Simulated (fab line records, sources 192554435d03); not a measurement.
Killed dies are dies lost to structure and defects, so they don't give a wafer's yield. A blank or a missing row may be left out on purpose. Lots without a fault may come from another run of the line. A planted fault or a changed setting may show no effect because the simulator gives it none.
fab line records | flow n5_finfet | part 2 of 2: steps 5 to 6 of 6
record lots=21 wafers=63 last_day=17
route steps=1938 shown BEOL_M10@1490 BEOL_M11@1537
lots that met no fault: from a run of the same line without faults
start_h: hours from the record's first day to the start of the lot's first wafer shown | wait_h: hours since the lot's step before | " the same as in the row above | L1.1+2: a row that stands for several wafers | - no value, or no start given | * or withheld: withheld | < > ~ a bound
route shown NAME@n: a module of which the file shows steps, and the number in the route of the first | usual: mean/standard deviation of fault-free wafers | same: alike in all rows | chamber/n: place in a boat | sites: the reading at each site | _std_site: their standard deviation | _edge_site: outer sites' mean less inner sites' | radius_mm: how far each site lies from the wafer's centre | mask NAME#n: copy n | behind: the tool/chamber that last shaped the wafer | hold: why the lot was held/for how many hours/how that ended | device: the transistor (n, p or np) that didn't switch | end of line: the same wafers' tests at the end of the route | a step without rows: its recipe alone | killed: dies lost to structure and defects at the first sort, not the wafer's yield | map: a wafer's dies, x killed, . not, _ none there
set.NAME: the setting as run; set.NAME@STEP: as run at that earlier step | model.NAME: the simulator's own value behind a step, which no gauge read
steps of the route over a sample of lots; a table a step, a row a wafer
services: from which hour (start_h, from the record's first day; less than 0 if before it) a tool's chamber was out of use, for how many hours, and why
## steps
# step N5_BEOL_M11_STRIP_67
# recipe chemistry=CF4 resist=SiARC power_w=300 bias_power_w=75 pressure_mtorr=50 cf4_flow_sccm=150 rf_frequency_hz=6e+07
# usual drypump_motor_current_A=5.9/0.54 oes_product_au=0.77/0.062 rf_vpp_V=271.2/1.5 showerhead_plenum_p_Torr=1.80/0.053 throttle_valve_pct=13.60/0.21
# columns lot.wafer tool chamber start_h wait_h drypump_motor_current_A oes_product_au rf_hours_counter_h rf_vpp_V showerhead_plenum_p_Torr throttle_valve_pct
L075.2 rie_diel-02 2 234.83 0.0 6.2 0.86 35 273.8 1.91 13.39
L075.5 " 2 " " 6.2 0.86 - 273.5 1.91 13.39
L075.6 " 3 " " 6.0 0.70 - 270.6 1.80 14.03
L076.3 rie_diel-02 3 236.43 0.0 6.0 0.70 195 269.3 1.80 14.02
L076.4 " 1 " " 5.4 0.74 178 271.2 1.79 13.64
L076.6 " 1 " " 5.4 0.74 - 270.8 1.79 13.62
L077.2 rie_diel-01 1 236.51 0.0 6.3 0.86 60 271.5 1.80 13.54
L077.4 " 2 " " 6.8 0.77 138 269.0 1.75 13.37
L077.6 " 0 " " 5.1 0.84 - 269.5 1.76 13.26
L074.1 rie_diel-04 2 248.70 0.0 5.7 0.73 188 269.7 1.73 13.59
L074.3 " 0 " " 6.1 0.72 195 273.5 1.85 13.72
L074.5 " 1 " " 5.0 0.84 - 271.7 1.81 13.42
L078.4 rie_diel-02 2 254.56 0.0 6.2 0.85 41 272.1 1.91 13.41
L078.5 " 3 " " 6.0 0.70 - 270.7 1.80 14.03
L078.6 " 2 " " 6.2 0.85 - 272.3 1.91 13.39
L080.2 rie_diel-04 2 257.86 0.0 5.7 0.73 191 269.8 1.73 13.59
L080.3 " 1 " " 5.0 0.84 55 270.7 1.81 13.43
L080.6 " 1 " " 5.0 0.84 - 272.6 1.81 13.44
L081.1 rie_diel-04 2 262.51 0.0 5.7 0.73 193 268.5 1.73 13.59
L081.4 " 3 " " 6.6 0.78 157 269.6 1.75 13.53
L081.5 " 0 " " 6.1 0.72 - 272.9 1.85 13.73
L082.2 rie_diel-02 3 271.25 0.0 6.0 0.69 207 272.2 1.79 14.06
L082.4 " 1 " " 5.4 0.73 - 269.9 1.78 13.67
L082.5 " 2 " " 6.2 0.84 - 272.7 1.91 13.41
L083.1 rie_diel-01 3 282.41 0.0 6.3 0.73 212 271.7 1.77 13.43
L083.3 " 0 " " 5.1 0.82 70 269.5 1.75 13.28
L083.4 " 1 " " 6.3 0.83 76 271.9 1.80 13.58
L086.2 rie_diel-02 3 299.07 0.0 6.0 0.70 211 271.0 1.79 14.07
L086.4 " 2 " " 6.2 0.83 52 271.4 1.90 13.43
L086.5 " 1 " " 5.4 0.74 - 269.9 1.78 13.66
L085.2 rie_diel-04 1 299.14 0.0 5.0 0.83 70 271.6 1.81 13.48
L085.3 " 3 " " 6.7 0.76 172 268.7 1.74 13.57
L085.6 " 1 " " 5.0 0.82 - 271.5 1.81 13.47
L087.1 rie_diel-02 1 308.71 0.0 5.4 0.73 196 272.3 1.78 13.64
L087.5 " 2 " " 6.2 0.83 - 273.9 1.90 13.43
L087.6 " 1 " " 5.4 0.73 - 271.1 1.78 13.67
L088.4 rie_diel-02 3 314.82 0.0 6.0 0.69 216 270.8 1.79 14.08
L088.5 " 1 " " 5.4 0.72 - 269.7 1.78 13.67
L088.6 " 2 " " 6.2 0.83 - 272.9 1.90 13.43
L089.2 rie_diel-04 0 316.37 0.0 6.0 0.71 215 272.3 1.85 13.78
L089.5 " 1 " " 5.0 0.82 - 271.5 1.81 13.50
L089.6 " 0 " " 6.1 0.71 - 272.5 1.85 13.77
L091.2 rie_diel-02 0 322.49 0.0 5.6 0.89 35 270.6 1.80 13.35
L091.5 " 2 " " 6.2 0.82 - 273.7 1.90 13.44
L091.6 " 1 " " 5.4 0.72 - 270.5 1.78 13.68
L090.2 rie_diel-01 2 332.65 0.0 6.8 0.74 169 269.3 1.74 13.46
L090.3 " 3 " " 6.2 0.72 227 269.8 1.77 13.47
L090.5 " 1 " " 6.3 0.81 - 271.0 1.80 13.61
L092.2 rie_diel-01 3 335.49 0.0 6.3 0.72 227 270.6 1.77 13.49
L092.4 " 0 " " 5.1 0.80 86 271.2 1.75 13.33
L092.5 " 3 " " 6.2 0.71 - 269.8 1.77 13.49
L093.2 rie_diel-04 3 342.10 0.0 6.6 0.75 188 270.7 1.74 13.59
L093.3 " 0 " " 6.1 0.70 224 271.9 1.85 13.81
L093.6 " 3 " " 6.7 0.75 - 269.5 1.74 13.63
L095.2 rie_diel-04 2 347.82 0.0 5.7 0.71 216 268.5 1.72 13.64
L095.4 " 0 " " 6.1 0.70 226 272.9 1.85 13.81
L095.5 " 1 " " 5.0 0.81 - 270.9 1.80 13.50
L097.3 rie_diel-02 1 362.50 0.0 5.4 0.72 216 270.7 1.78 13.71
L097.4 " 2 " " 6.2 0.82 - 273.8 1.90 13.47
L097.6 " 3 " " 6.0 0.68 - 269.3 1.79 14.09
L096.1 rie_diel-02 1 363.12 0.0 5.3 0.72 216 271.5 1.78 13.69
L096.4 " 3 " " 6.0 0.68 - 269.8 1.79 14.12
L096.6 " 1 " " 5.4 0.71 - 268.8 1.78 13.70
# step N5_BEOL_M11_CMP_52
# recipe stop_on=SiCOH_lowk t_overpolish_s=7 down_force_psi=1 platen_rpm=50 clearing_platen_down_force_psi=1.5 clearing_platen_rpm=50 post_cmp_clean=cu_alkaline target_thk_nm=140 clearing_platen_pad_velocity_m_s=0.99484 pad_velocity_m_s=0.99484
# usual barrier_field_endpoint_s=29.0/0.96 edge_zone_pressure_frac=0.999/0.005 motor_current_A=6.1/0.63 overpolish_run_s=7.000/0.0096 slurry_filter_dp_kPa=13.52/0.13 slurry_flow_ml_min=150.0/0.44 time_to_endpoint_s=67/4.1
# columns lot.wafer tool chamber start_h wait_h barrier_field_endpoint_s edge_zone_pressure_frac motor_current_A overpolish_run_s slurry_filter_dp_kPa slurry_flow_ml_min time_to_endpoint_s
L075.2 cmp-04 2 239.76 0.3 29.5 1.010 5.4 7.001 13.74 149.5 72
L075.5 " 0 " " 28.7 1.004 6.1 7.001 13.57 150.1 70
L075.6 " 1 " " 29.6 0.991 5.9 7.002 13.76 149.7 69
L076.4 cmp-03 0 241.64 0.2 28.2 0.991 7.4 7.014 13.54 149.9 62
L076.3 " 1 " " 29.5 0.996 5.7 7.013 13.29 149.7 68
L076.6 " 2 " " 28.4 0.997 6.2 6.996 13.32 150.1 64
L077.4 cmp-03 2 242.08 0.1 28.7 1.001 6.5 7.008 13.53 150.7 68
L077.2 " 0 " " 28.7 1.005 7.3 6.983 13.60 150.5 65
L077.6 " 3 " " 30.2 1.002 5.5 7.012 13.43 150.4 72
L074.3 cmp-04 1 254.37 0.3 28.1 1.000 6.3 7.004 13.44 150.0 63
L074.1 " 3 " " 27.6 1.001 6.8 7.011 13.31 149.5 60
L074.5 " 1 " " 28.6 0.990 6.1 6.987 13.47 150.3 64
L078.4 cmp-02 2 260.01 0.1 27.5 1.004 5.5 6.998 13.39 150.3 59
L078.5 " 2 " " 27.1 1.000 5.5 6.992 13.47 149.7 61
L078.6 " 3 " " 28.1 0.995 6.0 6.990 13.69 149.7 64
L080.2 cmp-03 2 262.59 0.2 26.9 0.999 6.3 7.009 13.40 149.6 63
L080.3 " 3 " " 28.8 0.994 5.4 7.002 13.55 149.8 68
L080.6 " 2 " " 27.6 0.994 6.0 7.003 13.66 150.1 62
L081.1 cmp-02 2 268.16 0.3 28.3 1.003 5.9 7.003 13.37 148.9 64
L081.4 " 3 " " 29.9 1.000 6.2 6.992 13.34 150.9 72
L081.5 " 3 " " 29.2 0.999 5.8 6.997 13.66 150.8 70
L082.2 cmp-02 0 275.03 0.2 29.2 1.001 5.9 6.991 13.37 150.3 70
L082.4 " 3 " " 29.2 1.003 5.8 7.005 13.55 149.8 69
L082.5 " 0 " " 30.3 0.996 5.9 6.998 13.65 150.6 71
L083.1 cmp-03 0 287.73 0.3 27.6 0.994 7.0 6.996 13.43 149.9 61
L083.4 " 1 " " 28.5 0.992 6.0 6.986 13.60 149.7 64
L083.3 " 2 " " 28.2 1.001 6.2 7.013 13.48 149.2 66
L086.2 cmp-02 2 304.59 0.2 27.5 0.992 5.3 7.001 13.41 149.4 61
L086.4 " 3 " " 28.8 1.007 5.9 6.993 13.50 150.5 68
L086.5 " 2 " " 27.9 0.998 5.9 6.989 13.61 149.4 63
L085.3 cmp-04 1 304.70 0.2 30.3 1.001 6.2 6.991 13.41 150.4 72
L085.2 " 2 " " 29.5 1.010 5.4 6.989 13.67 150.0 72
L085.6 " 1 " " 30.6 1.004 5.9 7.024 13.40 150.5 70
L087.1 cmp-03 3 314.75 0.3 29.4 1.003 5.7 7.011 13.56 150.0 69
L087.6 " 3 " " 29.7 1.002 5.2 6.986 13.47 150.2 67
L087.5 " 0 " " 27.4 1.000 7.6 6.991 13.59 149.1 59
L088.4 cmp-02 3 318.98 0.1 29.1 0.998 6.1 7.018 13.43 150.1 66
L088.6 " 3 " " 29.4 1.003 5.9 7.005 13.59 149.8 69
L088.5 " 0 " " 29.9 0.999 6.1 6.995 13.61 150.4 75
L089.2 cmp-04 2 320.10 0.3 29.3 1.000 5.1 6.999 13.55 150.3 70
L089.6 " 0 " " 30.1 1.002 5.8 7.001 13.60 149.9 71
L089.5 " 1 " " 31.4 1.004 5.8 7.012 13.62 149.1 69
L091.2 cmp-03 0 326.37 0.2 28.0 0.989 7.6 7.003 13.42 150.4 64
L091.6 " 0 " " 28.6 0.984 7.3 6.984 13.68 150.1 63
L091.5 " 1 " " 29.9 1.006 5.8 7.012 13.57 150.3 65
L090.3 cmp-02 3 339.14 0.2 28.2 1.002 5.8 7.009 13.75 150.4 68
L090.2 " 1 " " 27.9 0.997 6.5 7.019 13.68 150.4 62
L090.5 " 0 " " 29.5 0.997 6.1 7.017 13.41 149.7 72
L092.4 cmp-04 3 339.52 0.2 28.5 1.001 6.8 6.988 13.59 149.8 63
L092.2 " 1 " " 28.0 0.998 6.0 6.998 13.48 150.9 68
L092.5 " 2 " " 29.3 1.000 5.5 6.988 13.29 149.9 69
L093.2 cmp-04 0 349.19 0.3 29.8 0.988 6.0 7.005 13.43 149.7 75
L093.3 " 1 " " 29.6 1.005 6.0 6.995 13.50 150.5 72
L093.6 " 3 " " 28.6 1.007 7.1 7.001 13.54 149.8 63
L095.2 cmp-02 3 352.61 0.2 29.0 1.001 6.3 6.999 13.48 150.0 68
L095.4 " 1 " " 28.9 1.001 7.1 6.992 13.74 150.0 67
L095.5 " 0 " " 28.4 1.005 6.5 7.015 13.42 150.1 72
L097.4 cmp-02 2 367.32 0.1 28.5 1.003 5.6 6.994 13.37 150.3 62
L097.3 " 1 " " 27.5 1.004 6.4 7.003 13.68 150.7 63
L097.6 " 2 " " 28.6 1.005 5.4 7.004 13.43 150.1 61
L096.4 cmp-04 3 367.74 0.1 29.0 0.994 7.4 7.003 13.40 150.3 62
L096.1 " 0 " " 30.1 0.996 5.8 7.002 13.20 149.4 68
L096.6 " 3 " " 28.3 0.992 7.8 6.992 13.52 149.6 60
## services
# columns tool chamber start_h hours kind
uv_cure-02 - 215.01 1.0 pm
rie_diel-03 0 218.61 7.7 repair
cmp-02 - 220.16 0.4 repair
rie_diel-06 - 223.44 14.6 pm
pecvd-01 - 227.49 1.4 repair
rie_diel-05 - 229.22 0.1 repair
cmp-02 - 235.04 8.3 pm
cmp-02 - 253.42 4.0 pm
cmp-04 - 256.08 18.7 pm
cmp-02 - 263.62 0.2 repair
rie_diel-02 0 264.59 16.2 repair
rie_diel-02 - 271.50 14.6 pm
cmp-02 - 273.23 0.6 repair
cmp-04 - 275.43 4.6 pm
cmp-02 - 285.49 0.8 repair
cmp-04 - 287.18 3.8 repair
pecvd-04 1 292.16 6.6 repair
uv_cure-03 - 297.84 2.1 pm
rie_diel-04 1 310.45 4.1 repair
cmp-04 - 314.23 4.0 pm
pecvd-04 - 320.93 1.3 repair
uv_cure-03 - 338.75 5.6 repair
uv_cure-03 - 360.34 22.2 pm
rie_diel-02 0 361.79 5.2 repair
